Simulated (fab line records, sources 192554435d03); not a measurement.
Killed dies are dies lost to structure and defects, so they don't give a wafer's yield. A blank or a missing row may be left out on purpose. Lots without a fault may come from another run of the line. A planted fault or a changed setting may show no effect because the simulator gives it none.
fab line records | flow n5_finfet
record lots=4 wafers=12 last_day=17
route steps=1938 shown FIN_CUT@160 STI_FIN_REVEAL@183 PASSIVATION@1936
lots that met no fault: from a run of the same line without faults
start_h: hours from the record's first day to the start of the lot's first wafer shown | wait_h: hours since the lot's step before | " the same as in the row above | L1.1+2: a row that stands for several wafers | - no value, or no start given | * or withheld: withheld | < > ~ a bound
route shown NAME@n: a module of which the file shows steps, and the number in the route of the first | usual: mean/standard deviation of fault-free wafers | same: alike in all rows | chamber/n: place in a boat | sites: the reading at each site | _std_site: their standard deviation | _edge_site: outer sites' mean less inner sites' | radius_mm: how far each site lies from the wafer's centre | mask NAME#n: copy n | behind: the tool/chamber that last shaped the wafer | hold: why the lot was held/for how many hours/how that ended | device: the transistor (n, p or np) that didn't switch | end of line: the same wafers' tests at the end of the route | a step without rows: its recipe alone | killed: dies lost to structure and defects at the first sort, not the wafer's yield | map: a wafer's dies, x killed, . not, _ none there
set.NAME: the setting as run; set.NAME@STEP: as run at that earlier step | model.NAME: the simulator's own value behind a step, which no gauge read
lots at some steps of the route; a table a step, a row a wafer
services: from which hour (start_h, from the record's first day; less than 0 if before it) a tool's chamber was out of use, for how many hours, and why
## steps
# step N5_FIN_CUT_EXPOSE_05
# recipe mask_id=FIN_CUT na=0.33 source_shape=annular sigma_inner=0.35 sigma_outer=0.8 polarization=unpolarized dose_mj=45.75
# step N5_FIN_CUT_PEB_06
# recipe peb_temp_c=100 peb_time_s=60 resist=CAR-EUV
# step N5_FIN_CUT_DEVELOP_07
# recipe develop_time_s=30 developer=TMAH resist=CAR-EUV rinse_liquid=surfactant_rinse dry=air_spin dev_temp_c=23
# step N5_FIN_CUT_DESCUM_13
# recipe chemistry=O2 time_s=7 source_power_w=50 bias_power_w=20 pressure_mtorr=20 rf_frequency_hz=2.712e+07 temp_c=40 resist=CAR-EUV o2_flow_sccm=225
# step N5_FIN_CUT_ETCH_30
# recipe chemistry=N2/H2 target=underlayer target_depth_a=130 mask_material=CAR-EUV time_s=10.4 ion_energy_ev=200 pressure_mtorr=30 source_w=840 bias_w=150 n2_flow_sccm=200 h2_flow_sccm=200 ends=cleared
# step N5_FIN_CUT_ETCH_20
# recipe chemistry=CF4 target=SiARC target_depth_a=260 mask_material=CAR-EUV time_s=43.3 ion_energy_ev=80 pressure_mtorr=40 source_w=545 bias_w=36 Ar_flow_sccm=100 cf4_flow_sccm=100 ends=cleared
# step N5_FIN_CUT_ETCH_21
# recipe chemistry=N2/H2 target=SOC target_depth_a=2190 overetch_a=438 mask_material=SiARC temp_c=40 ion_energy_ev=100 bias_w=61 time_s=523.5 pressure_mtorr=30 source_w=850 n2_flow_sccm=200 h2_flow_sccm=200
# step N5_FIN_CUT_STRIP_23
# recipe chemistry=N2/H2 temp_c=40 n2_flow_sccm=200 h2_flow_sccm=200 rf_frequency_hz=6e+07
# step N5_FIN_CUT_STRIP_31
# recipe chemistry=N2/H2 temp_c=40 n2_flow_sccm=200 h2_flow_sccm=200 rf_frequency_hz=6e+07
# step N5_FIN_CUT_STRIP_24
# recipe chemistry=CF4 resist=SiARC power_w=300 bias_power_w=75 pressure_mtorr=50 cf4_flow_sccm=150 rf_frequency_hz=6e+07
# usual cf4_flow_sccm=150.0/0.44 drypump_motor_current_A=5.7/0.41 oes_product_au=0.74/0.042 rf_vpp_V=271.2/1.6 showerhead_plenum_p_Torr=1.80/0.063 throttle_valve_pct=13.75/0.28
# columns lot.wafer tool chamber start_h wait_h cf4_flow_sccm drypump_motor_current_A oes_product_au rf_hours_counter_h rf_vpp_V showerhead_plenum_p_Torr throttle_valve_pct
L289.1 rie_diel-01 0 77.93 0.0 150.2 5.5 0.71 193 270.8 1.80 13.87
L289.4 " 3 " " 150.7 5.4 0.79 106 272.4 1.83 13.91
L289.5 " 3 " " 150.7 5.4 0.78 - 271.5 1.83 13.93
L290.2 rie_diel-01 1 82.35 0.0 151.4 5.5 0.70 220 272.2 1.84 13.98
L290.4 " 3 " " 150.0 5.4 0.77 108 270.4 1.83 13.93
L290.5 " 3 " " 149.5 5.4 0.78 - 270.7 1.83 13.92
L291.3 rie_diel-01 1 88.83 0.0 150.3 5.5 0.70 223 272.5 1.84 13.99
L291.4 " 2 " " 150.3 5.4 0.74 156 273.0 1.85 13.62
L291.6 " 0 " " 150.0 5.5 0.72 - 271.7 1.80 13.89
L301.4 rie_diel-06 2 149.24 0.0 149.9 5.6 0.69 236 270.4 1.75 14.06
L301.5 " 2 " " 150.1 5.6 0.70 - 271.5 1.75 14.07
L301.6 " 1 " " 150.0 6.5 0.88 - 273.1 1.88 13.37
# step N5_FIN_CUT_CUT_ETCH_26
# recipe chemistry=CH3F/O2 target=SiNx target_depth_a=390 mask_material=SOC time_s=55.7 pressure_mtorr=30 source_w=395 bias_w=73 Ar_flow_sccm=150 CH3F_flow_sccm=30 O2_flow_sccm=20 ion_energy_ev=120
# step N5_FIN_CUT_CUT_ETCH_27
# recipe chemistry=CHF3/O2 target=SiO2 target_depth_a=40 mask_material=SOC overetch_a=20 time_s=4.9 pressure_mtorr=30 source_w=650 bias_w=170 Ar_flow_sccm=200 CHF3_flow_sccm=50 O2_flow_sccm=5 ion_energy_ev=200
# step N5_FIN_CUT_PRECLEAN_35
# recipe time_s=13.3 temp_c=45 pressure_torr=125 p_hf_torr=3 p_coreactant_torr=25 chemistry=vHF
# step N5_FIN_CUT_CUT_ETCH_15
# recipe chemistry=HBr/Cl2/O2 target=Si target_depth_a=1000 bt_time_s=10 mask_material=SOC time_s=42.4 ion_energy_ev=* bias_w=* pressure_mtorr=10 icp_w=800 HBr_flow_sccm=150 Cl2_flow_sccm=80 O2_flow_sccm=12
# step N5_FIN_CUT_CUT_ETCH_28
# recipe chemistry=HBr/Cl2/O2 target=Si target_depth_a=60 mask_material=SOC time_s=2.4 ion_energy_ev=* bias_w=* pressure_mtorr=10 icp_w=800 HBr_flow_sccm=150 Cl2_flow_sccm=80 O2_flow_sccm=12
# step N5_FIN_CUT_STRIP_22
# recipe chemistry=N2/H2 power_w=500 temp_c=40 pressure_mtorr=50 rf_frequency_hz=6e+07 overash_fraction=0.3 bias_power_w=8 h2_frac=0.5 n2_flow_sccm=300 h2_flow_sccm=300
# step N5_FIN_CUT_PRECLEAN_36
# recipe chemistry=O3/DIW time_s=60 temp_c=22 o3_ppm=10
# step N5_FIN_CUT_SRD_32
# recipe dry=ipa_marangoni time_s=30 temp_c=23 rinse_liquid=diw
# step N5_FIN_CUT_UV_OZONE_34
# recipe time_s=120 pressure_torr=760 temp_c=25
# step N5_FIN_CUT_INSPECT_17
# recipe inspect_instrument=brightfield mode=aei
# usual raw_defect_count=223/61
# columns lot.wafer tool chamber start_h wait_h raw_defect_count
L289.1 defect_inspect-01 - 78.68 0.0 222
L289.4 " - " " 192
L289.5 " - " " 163
L290.2 defect_inspect-01 - 82.93 0.0 583
L290.4 " - " " 644
L290.5 " - " " 565
L291.3 defect_inspect-01 - 89.33 0.0 589
L291.4 " - " " 466
L291.6 " - " " 560
L301.4 defect_inspect-02 - 149.74 0.0 291
L301.5 " - " " 286
L301.6 " - " " 277
# step N5_STI_FIN_REVEAL_ALD_00
# recipe material=SiO2 target_thk_a=10 temp_c=300 ald_precursor_family=BDEAS ald_co_reactant=O2-plasma pulse_time_s=1 pressure_torr=2
# step N5_PASSIVATION_PROBE_49
# usual killed_at_M0_to_M3=34/11 killed_at_M4_up=13/5.2 killed_at_contacts=13/6.3 killed_at_front_end=40/14 killed_at_other=3.2/2.4 killed_dies=104/19 killed_on_rim=14/4.2 killed_open=69/14 killed_short=32/7.5
# same gross_dies=1180 killed_at_back_side=0
# columns lot.wafer tool chamber start_h wait_h killed_at_M0_to_M3 killed_at_M4_up killed_at_contacts killed_at_front_end killed_at_other killed_dies killed_on_rim killed_open killed_short
L289.1 prober-02 - 315.59 0.0 38 5 6 36 3 88 15 62 24
L289.4 prober-02 - 315.74 0.2 45 18 11 37 9 120 16 74 45
L289.5 prober-02 - 315.79 0.2 25 8 16 42 3 94 11 63 30
L290.2 prober-02 - 319.90 0.1 46 11 16 119 3 195 28 70 33
L290.4 prober-02 - 320.00 0.2 39 17 13 78 3 150 32 82 23
L290.5 prober-02 - 320.05 0.2 29 18 18 71 4 140 28 69 27
L291.3 prober-02 - 329.00 0.1 38 7 11 118 2 176 21 55 27
L291.4 prober-02 - 329.05 0.2 32 10 14 112 5 173 25 55 32
L291.6 prober-02 - 329.15 0.3 42 18 13 132 5 210 22 76 38
# killed by level:class
L289.1 BEOL_M2:geometric_particle:open=16 FIN_SAQP:geometric_particle:open=12 BEOL_M3:geometric_particle:open=9 FIN_SAQP:geometric_particle:short=6 MOL_CONTACT_COAG:geometric_particle:open=5 STI_FIN_REVEAL:geometric_particle:open=4 BEOL_M0_SAQP:geometric_particle:short=4 BEOL_M1:geometric_particle:open=4
L289.4 BEOL_M4:geometric_particle:open=12 MOL_CONTACT_COAG:geometric_particle:open=10 BEOL_M0_SAQP:geometric_particle:short=10 FIN_SAQP:geometric_particle:short=9 BEOL_M2:geometric_particle:open=9 STI_FIN_REVEAL:geometric_particle:open=8 BEOL_M0:geometric_particle:open=6 BEOL_M0_SAQP:geometric_particle:open=5
L289.5 MOL_CONTACT_COAG:geometric_particle:open=12 DUMMY_GATE:geometric_particle:open=8 BEOL_M2:geometric_particle:open=7 FIN_SAQP:geometric_particle:open=5 ILD0:geometric_particle:open=5 STI_FIN_REVEAL:geometric_particle:open=4 MOL_CONTACT_COAG:geometric_particle:short=4 BEOL_M0_SAQP:geometric_particle:short=4
L290.2 FIN_CUT:unspecified=92 BEOL_M2:geometric_particle:open=12 MOL_CONTACT_COAG:geometric_particle:open=11 BEOL_M3:geometric_particle:open=8 BEOL_M4:geometric_particle:open=6 DUMMY_GATE:geometric_particle:open=6 BEOL_M0:geometric_particle:open=6 FIN_SAQP:geometric_particle:open=5
L290.4 FIN_CUT:unspecified=43 BEOL_M2:geometric_particle:open=16 FIN_SAQP:geometric_particle:open=10 MOL_CONTACT_COAG:geometric_particle:open=10 STI_FIN_REVEAL:geometric_particle:open=7 DUMMY_GATE:geometric_particle:open=5 BEOL_M0_SAQP:geometric_particle:open=5 BEOL_M3:geometric_particle:open=5
L290.5 FIN_CUT:unspecified=40 MOL_CONTACT_COAG:geometric_particle:open=16 BEOL_M2:geometric_particle:open=7 DUMMY_GATE:geometric_particle:open=6 FIN_SAQP:geometric_particle:open=5 FIN_SAQP:geometric_particle:short=5 BEOL_M1:geometric_particle:open=5 BEOL_M3:geometric_particle:open=5
L291.3 FIN_CUT:unspecified=93 BEOL_M2:geometric_particle:open=12 MOL_CONTACT_COAG:geometric_particle:open=8 BEOL_M0_SAQP:geometric_particle:open=6 GATE_CUT:geometric_particle:open=6 BEOL_M3:geometric_particle:open=6 BEOL_M0_SAQP:geometric_particle:short=5 FIN_SAQP:geometric_particle:open=4
L291.4 FIN_CUT:unspecified=85 MOL_CONTACT_COAG:geometric_particle:open=9 BEOL_M2:geometric_particle:open=7 BEOL_M0_SAQP:geometric_particle:open=6 FIN_SAQP:geometric_particle:short=5 DUMMY_GATE:geometric_particle:open=5 MOL_CONTACT_COAG:geometric_particle:short=5 BEOL_M0_SAQP:geometric_particle:short=5
L291.6 FIN_CUT:unspecified=92 BEOL_M0_SAQP:geometric_particle:short=10 MOL_CONTACT_COAG:geometric_particle:open=9 BEOL_M2:geometric_particle:open=9 FIN_SAQP:geometric_particle:open=8 BEOL_M0_SAQP:geometric_particle:open=8 STI_FIN_REVEAL:geometric_particle:open=7 FIN_SAQP:geometric_particle:short=5
# map L290.2 (x killed, . not)
_________________...........x________________
______________.............x...._____________
___________...xx.x..........x...xxx__________
__________...x......x..............._________
________......x.......x.....x......x.._______
_______..x.......x.......x.............______
______......x...............x..........._____
_____.................x..................____
____..........x...................x.......___
___............x...........................__
___........x...x...........x........x...x..__
__x.....x...x..........x........x..xx......._
__..............x.....x.....x...........x.xx_
_.x..............x............x..........xx..
_................................x...........
_.........x...........x......................
_xx........x....x.......x.....x.x..x.x.......
_........x....x......x.........x.x..........x
_.x...........x..............................
_.x...........x..............................
_.........x...x....xxx.........x..x..........
__........................x....x......x....._
__...................xxx.............xx..x.x_
___..x.................x...................__
___....................x.x...........x.....__
____................x.xxxxxx..............___
_____.........x....xxxxxxxx..x...........____
______.....xx....x.x.xx.xxxxxx...x....x._____
_______x.......x.x.xxxxxxxxxxx.........______
________........x.xx.xxxxxxxx.x......._______
__________.x........xxxxxxxxxxxx...._________
___________.......xxxxxxxxxxxx.....__________
______________.....xxxxxxxxxx.xx_____________
_________________.x.xxxxxxxxx________________
# map L291.6 (x killed, . not)
_________________.....xx.....________________
______________........x...x..x.._____________
___________........................__________
__________..x.x.x..................._________
________..x.........xx....x....x......_______
_______................................______
______x.x...x...x........x.......x......_____
_____....................................____
____......x..x.....x................xxxx.x___
___.........x...........x.......xx..x..xxx.__
___....x..x......x...........x...xxxxxxxx.x__
__.......x..x.x...............x.x.xxxxxxxxxx_
__...xx..x....x...xxxxx........x.x.xxxxxxxxx_
_....x.........x.......x....xx...xxxxxxxxxxxx
_x.........xx..........x.......x.xxxxxxxxxxx.
_x........................x...x.xxxxxxxxxxxx.
_......x.......x..................xxxxxxxxx..
_...................x..x..x..x....x.xxxxxxxx.
_........x......x...........x.xxx..x...xx..x.
_......................x................x..x.
_................xx..........................
__......x............x.x...x.......x....x.x._
__..........x....x.........................._
___..................x....x..x.............__
___......x.................x.....x.........__
____..x...............................x.x.___
_____...............x....x.......x.......____
______..x..x.........x.x.............x.x_____
_______.....x........x...x..x..........______
________.............................._______
__________........x......xx.......xx_________
___________x.............x.........__________
______________.................._____________
_________________....x..x....________________
## services
# columns tool chamber start_h hours kind
rie_diel-01 0 90.51 8.2 repair
rie_diel-06 0 92.45 4.8 repair
rie_diel-01 0 116.14 1.5 repair
rie_diel-01 2 127.11 6.6 repair
## key
first_sign step=N5_FIN_CUT_INSPECT_17 reading=raw_defect_count direction=up sigmas=5.7 usual=223 struck=568
effect step=N5_PASSIVATION_PROBE_49 reading=killed_at_front_end direction=up sigmas=4.8 usual=40 struck=105
more_kills_born_at N5_FIN_CUT_STRIP_24@rie_diel-01=445
met_at N5_FIN_CUT_STRIP_24
struck_wafers L290.2,L290.4,L290.5,L291.3,L291.4,L291.6
tester_left_out L290,L291
onset_between 77.93 82.35
fault kind=chamber_particle_source tool=rie_diel-01 chamber=- onset_h=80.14 steps=N5_FIN_CUT_STRIP_24 rate_per_visit_cm2=0.61027 end_h=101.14
# tester_left_out: of these lots the tester's yield and bins aren't shown, on N5 and GAA mostly nor the transistor test; their killed dies are dies lost to structure and defects alone, not to doping, threshold or leakage, so they don't give the yield
